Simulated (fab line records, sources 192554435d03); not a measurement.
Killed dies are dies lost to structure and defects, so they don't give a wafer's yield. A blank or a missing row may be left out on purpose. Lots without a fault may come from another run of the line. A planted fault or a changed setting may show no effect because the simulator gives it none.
A struck lot beside a sound one | flow n5_finfet | 28 steps out of a route of 1938
Sound: wafers L764.2, L764.5, L764.6. Struck: wafers L753.2, L753.4, L753.5. The cause comes at the end.
At each step with rows: each side's tool, then ch and its chambers, then its first start. Under that, the readings that differ: sound wafers | struck wafers | difference of the means | sigmas: that difference in standard deviations of wafers without a fault.
alike: readings whose means differ by less than 2 such deviations, and words and numbers that are the same on both sides. not compared: withheld readings, readings that some wafer has no value for, bounds like >300 that may hide the same value, and numbers for which the record gives no deviation and whose values overlap.
The two part at a step that has a row with sigmas, a row that says differs or no value, or rows on one side only. Numbers that don't overlap but have no deviation are shown without sigmas and don't part them. A reading that every wafer of one side lacks parts them only if that side has two wafers or more.

first, 12 steps without rows for these wafers: N5_MOL_CONTACT_COAG_ETCH_89 (etches underlayer in N2/H2, target depth 13 nm, time 10.4 s); N5_MOL_CONTACT_COAG_ETCH_90 (etches SiARC in CF4, target depth 13 nm, time 21.7 s); N5_MOL_CONTACT_COAG_ALD_131 (deposits SiO2, target thk 5 nm, pulse time 1 s, co reactant pulse time 1 s); N5_MOL_CONTACT_COAG_ETCHBACK_132 (etches SiO2 in CHF3, target depth 10 nm, time 6.7 s); N5_MOL_CONTACT_COAG_ETCH_91 (etches SOC in N2/H2, target depth 60 nm, overetch 21 nm, time 101.2 s); N5_MOL_CONTACT_COAG_STRIP_92 (strips in N2/H2); N5_MOL_CONTACT_COAG_STRIP_93 (strips in N2/H2); N5_MOL_CONTACT_COAG_ETCHBACK_135 (etches SiO2 in CHF3, target depth 25 nm, time 16.7 s); N5_MOL_CONTACT_COAG_STRIP_118 (strips in CHF3); N5_MOL_CONTACT_COAG_VIA_ETCH_46 (etches SiO2 in C4F6/O2, target depth 46 nm, overetch 9.2 nm, time 40 s); N5_MOL_CONTACT_COAG_STRIP_96 (strips in N2/H2); N5_MOL_CONTACT_COAG_ETCH_47 (etches SiNx in CH3F/O2, stops on W, target depth 27 nm).
N5_MOL_CONTACT_COAG_STRIP_119: strips in N2/H2, time 30 s.
  sound on plasma_asher-01 ch 0,1, day 10 17:31; struck on plasma_asher-01 ch 1, day 7 20:13
  no value came back on the struck wafers for drypump_motor_current_A (A), h2_flow_sccm (sccm), heater_power_w (W); on the sound wafers drypump_motor_current_A (A) reads 6.3 6.0 6.3
  not compared: rf_hours_counter_h
then, 11 steps without rows for these wafers: N5_MOL_CONTACT_COAG_PRECLEAN_144 (cleans in alkaline clean, time 60 s); N5_MOL_CONTACT_COAG_SRD_145 (time 30 s); N5_MOL_CONTACT_COAG_COAT_62 (time 60 s, resist thk 60 nm); N5_MOL_CONTACT_COAG_COAT_63 (time 60 s, resist thk 10 nm); N5_MOL_CONTACT_COAG_COAT_64 (time 60 s, resist thk 10 nm); N5_MOL_CONTACT_COAG_COAT_34 (resist thk 40 nm); N5_MOL_CONTACT_COAG_EBR_36; N5_MOL_CONTACT_COAG_SOFTBAKE_35 (time 60 s); N5_MOL_CONTACT_COAG_EXPOSE_37 (exposes mask VD, defocus 0 nm); N5_MOL_CONTACT_COAG_PEB_38 (peb time 60 s); N5_MOL_CONTACT_COAG_DEVELOP_39 (develop time 30 s).
N5_MOL_CONTACT_COAG_INSPECT_42: inspects for defects (brightfield).
  sound on defect_inspect-02, day 10 18:04; struck on defect_inspect-02, day 7 20:55
  reading          | sound       | struck      | difference | sigmas
  raw_defect_count | 209 328 254 | 651 652 614 | +375       | +8
then, 1 step without rows for these wafers: N5_MOL_CONTACT_COAG_DESCUM_45 (chemistry O2, time 7 s).
-- the record jumps here: 3 days lie between the struck wafers' starts before and after (it left off in module MOL_CONTACT_COAG and takes up again in module BEOL_M4, whose first step shown is number 1111 of the route) --
N5_BEOL_M4_RC_MEAS_101:
  sound on prober-01 ch 0, day 13 18:16; struck on prober-02 ch 0, day 10 17:14
  alike: DIBL_N, DIBL_P, IOFF_N, IOFF_P, ION_N, ION_P, SS_N, SS_P, VT_N, VT_P
-- the record jumps here: 4 days lie between the struck wafers' starts before and after (it left off in module BEOL_M4 and takes up again in module PASSIVATION, whose first step shown is number 1936 of the route) --
N5_PASSIVATION_PROBE_49:
  the record has rows for the struck wafers here (prober-01, day 15 01:31) and none for the sound ones

WHERE THEY PART
First at N5_MOL_CONTACT_COAG_STRIP_119; last, within this record, at N5_PASSIVATION_PROBE_49.

WHY: what the simulator had put in
Skipped step whole: plasma_asher-01, from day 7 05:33 on, at N5_MOL_CONTACT_COAG_STRIP_119. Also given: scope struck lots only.
